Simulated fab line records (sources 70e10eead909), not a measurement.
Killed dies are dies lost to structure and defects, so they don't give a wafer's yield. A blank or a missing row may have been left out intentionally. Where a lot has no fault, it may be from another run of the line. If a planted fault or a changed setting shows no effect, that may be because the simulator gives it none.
Commonality check across tools / flow nand-harc / Lots sampled 12, wafers sampled 36

## REASON IT WAS OPENED
On 2 of the 12 lots, a flag is raised at NHARC_P_ZERO_WELL_CD_MEAS_11 on the reading cd-nm. No-fault wafers: 499.8 nm, standard deviation 1.5.
Rule: a lot gets a flag if all its wafers with a number sit over 4 standard deviations from that mean, or if no wafer of it has a number. As for the other lots, they are considered sound.

lot=L962; measured=day 1 21:09; on=cd-sem-02; cd-nm (nm), wafer by wafer=498.8 496.1 497.9; flag=
lot=L964; measured=day 2 17:16; on=cd-sem-03; cd-nm (nm), wafer by wafer=499.1 499.5 499.9; flag=
lot=L965; measured=day 3 03:37; on=cd-sem-01; cd-nm (nm), wafer by wafer=501.3 501.2 499.4; flag=
lot=L966; measured=day 3 13:14; on=cd-sem-01; cd-nm (nm), wafer by wafer=501.1 499.0 501.3; flag=
lot=L967; measured=day 4 09:14; on=cd-sem-01; cd-nm (nm), wafer by wafer=499.6 501.0 500.2; flag=
lot=L968; measured=day 4 09:17; on=cd-sem-03; cd-nm (nm), wafer by wafer=497.7 498.4 499.1; flag=
lot=L970; measured=day 5 05:23; on=cd-sem-02; cd-nm (nm), wafer by wafer=497.4 499.8 500.0; flag=
lot=L971; measured=day 5 15:14; on=cd-sem-02; cd-nm (nm), wafer by wafer=501.3 502.3 500.7; flag=
lot=L974; measured=day 6 21:31; on=cd-sem-02; cd-nm (nm), wafer by wafer=500.1 498.5 501.2; flag=
lot=L975; measured=day 7 07:18; on=cd-sem-03; cd-nm (nm), wafer by wafer=500.0 499.6 498.2; flag=
lot=L980; measured=day 9 09:14; on=cd-sem-02; cd-nm (nm), wafer by wafer=542.7 543.2 543.0; flag=FLAGGED
lot=L981; measured=day 9 19:14; on=cd-sem-02; cd-nm (nm), wafer by wafer=545.0 542.2 544.1; flag=FLAGGED
The mean of the flagged lots' numbers is 543.4 nm, +43.6 nm from the usual (+29 standard deviations).

## WHICH TOOL RAN EACH LOT
The record keeps 1 process step preceding the reading, out of 1302 steps on the route. Each cell gives the tool, then ch followed by the chambers the sampled wafers passed through, then the start.
lot=L962; flag=; NHARC_P_ZERO_WELL_SOFTBAKE_06=litho-track-03 ch 0, day 1 20:00
lot=L964; flag=; NHARC_P_ZERO_WELL_SOFTBAKE_06=litho-track-05 ch 0, day 2 16:00
lot=L965; flag=; NHARC_P_ZERO_WELL_SOFTBAKE_06=litho-track-03 ch 0, day 3 03:00
lot=L966; flag=; NHARC_P_ZERO_WELL_SOFTBAKE_06=litho-track-03 ch 0, day 3 12:00
lot=L967; flag=; NHARC_P_ZERO_WELL_SOFTBAKE_06=litho-track-03 ch 0, day 3 22:00
lot=L968; flag=; NHARC_P_ZERO_WELL_SOFTBAKE_06=litho-track-02 ch 0, day 4 08:00
lot=L970; flag=; NHARC_P_ZERO_WELL_SOFTBAKE_06=litho-track-02 ch 0, day 5 04:00
lot=L971; flag=; NHARC_P_ZERO_WELL_SOFTBAKE_06=litho-track-03 ch 0, day 5 14:00
lot=L974; flag=; NHARC_P_ZERO_WELL_SOFTBAKE_06=litho-track-02 ch 0, day 6 21:00
lot=L975; flag=; NHARC_P_ZERO_WELL_SOFTBAKE_06=litho-track-02 ch 0, day 7 06:00
lot=L980; flag=FLAGGED; NHARC_P_ZERO_WELL_SOFTBAKE_06=litho-track-05 ch 0, day 9 08:00
lot=L981; flag=FLAGGED; NHARC_P_ZERO_WELL_SOFTBAKE_06=litho-track-05 ch 0, day 9 18:00
What is done by these steps:
- NHARC_P_ZERO_WELL_SOFTBAKE_06: time 70 s.
- NHARC_P_ZERO_WELL_CD_MEAS_11: target cd 500 nm.

## FLAGGED OVER TOTAL, TOOL BY TOOL (the gauges that took the reading come last)
step=NHARC_P_ZERO_WELL_SOFTBAKE_06; tool=litho-track-02; lots run=4; flagged=0; share of the flagged lots=none; sound lots run after its first flagged lot=-
step=NHARC_P_ZERO_WELL_SOFTBAKE_06; tool=litho-track-03; lots run=5; flagged=0; share of the flagged lots=none; sound lots run after its first flagged lot=-
step=NHARC_P_ZERO_WELL_SOFTBAKE_06; tool=litho-track-05; lots run=3; flagged=2; share of the flagged lots=all; sound lots run after its first flagged lot=0
step=NHARC_P_ZERO_WELL_CD_MEAS_11; tool=cd-sem-01; lots run=3; flagged=0; share of the flagged lots=none; sound lots run after its first flagged lot=-
step=NHARC_P_ZERO_WELL_CD_MEAS_11; tool=cd-sem-02; lots run=6; flagged=2; share of the flagged lots=all; sound lots run after its first flagged lot=0
step=NHARC_P_ZERO_WELL_CD_MEAS_11; tool=cd-sem-03; lots run=3; flagged=0; share of the flagged lots=none; sound lots run after its first flagged lot=-

## THE TABLE: WHAT IT ALLOWS
litho-track-05 at NHARC_P_ZERO_WELL_SOFTBAKE_06 and cd-sem-02 at NHARC_P_ZERO_WELL_CD_MEAS_11 are the 2 rows of the table that ran each flagged lot.
- litho-track-05 at NHARC_P_ZERO_WELL_SOFTBAKE_06: 2 of its 3 lots flagged. Last sound lot L964 at day 2 16:00, first flagged lot L980 at day 9 08:00; a fault beginning in between fits. Its own readings (heater-power-total-W) fall more than 4 standard deviations out on all wafers of the flagged lots.
- cd-sem-02 at NHARC_P_ZERO_WELL_CD_MEAS_11: 2 of its 6 lots flagged. Last sound lot L974 at day 6 21:31, first flagged lot L980 at day 9 09:14; a fault beginning in between fits.
Because each of these 2 tools fits a fault that began at some hour, counting lots does not separate them. More lots, or a look at what each step does to the wafer, might.

## WHAT THE SIMULATOR HAD PUT IN
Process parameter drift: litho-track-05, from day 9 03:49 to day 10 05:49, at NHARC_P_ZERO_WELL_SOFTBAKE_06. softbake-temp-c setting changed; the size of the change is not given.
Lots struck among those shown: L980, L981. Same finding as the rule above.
